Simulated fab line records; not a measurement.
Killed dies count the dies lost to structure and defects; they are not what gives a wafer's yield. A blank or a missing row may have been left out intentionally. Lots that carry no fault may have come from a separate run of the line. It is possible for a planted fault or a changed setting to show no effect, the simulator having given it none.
Which of the tools did it? / flow n5Finfet / at 1 step of a route of 1938, 11 lots with 33 wafers sampled

WHAT EACH GAUGE READ, for each wafer
N5_FIN_CUT_CD_MEAS_08 targets a cd of 29.1 nm.
lot=L075; measured=day 2 09:47; on=cdSem-03; cdNm (nm)=30.05 29.06 29.25
lot=L078; measured=day 3 03:10; on=cdSem-02; cdNm (nm)=29.27 28.91 29.04
lot=L080; measured=day 3 14:26; on=cdSem-02; cdNm (nm)=29.41 29.27 29.65
lot=L082; measured=day 4 03:28; on=cdSem-02; cdNm (nm)=29.14 29.42 29.09
lot=L084; measured=day 4 15:45; on=cdSem-01; cdNm (nm)=29.34 29.17 29.16
lot=L087; measured=day 5 09:19; on=cdSem-03; cdNm (nm)=28.75 29.15 28.98
lot=L089; measured=day 5 21:32; on=cdSem-03; cdNm (nm)=29.27 29.16 29.15
lot=L091; measured=day 6 09:59; on=cdSem-01; cdNm (nm)=29.11 29.29 29.20
lot=L093; measured=day 6 20:26; on=cdSem-02; cdNm (nm)=29.13 29.49 29.30
lot=L095; measured=day 7 08:13; on=cdSem-03; cdNm (nm)=29.05 29.71 29.03
lot=L097; measured=day 7 20:49; on=cdSem-02; cdNm (nm)=29.40 29.18 29.12

WHICH TOOL RAN EACH LOT (tool, then ch and the chambers of the sampled wafers, then the start)
Before these readings, the record contains no process step.

THE ANSWER, worked out from the rows above alone
Rule: usual is defined by the lots themselves. Put in order of their means at a reading, lots are off if they are a third of the lots or fewer, leave a main group of 4 or more, and stand apart from it by a gap of 3 or more times the standard deviation of the main group's means; of several such gaps the widest counts. A main group is skipped when, at the precision printed for the reading in the tables above, its means are all equal. Also off: a lot with no number at a reading for which 4 or more lots have one. The other lots that the step has rows for count as sound.
No lot is off on any of the readings shown, so nothing can be concluded from this.

WHAT HAD BEEN PUT IN BY THE SIMULATOR
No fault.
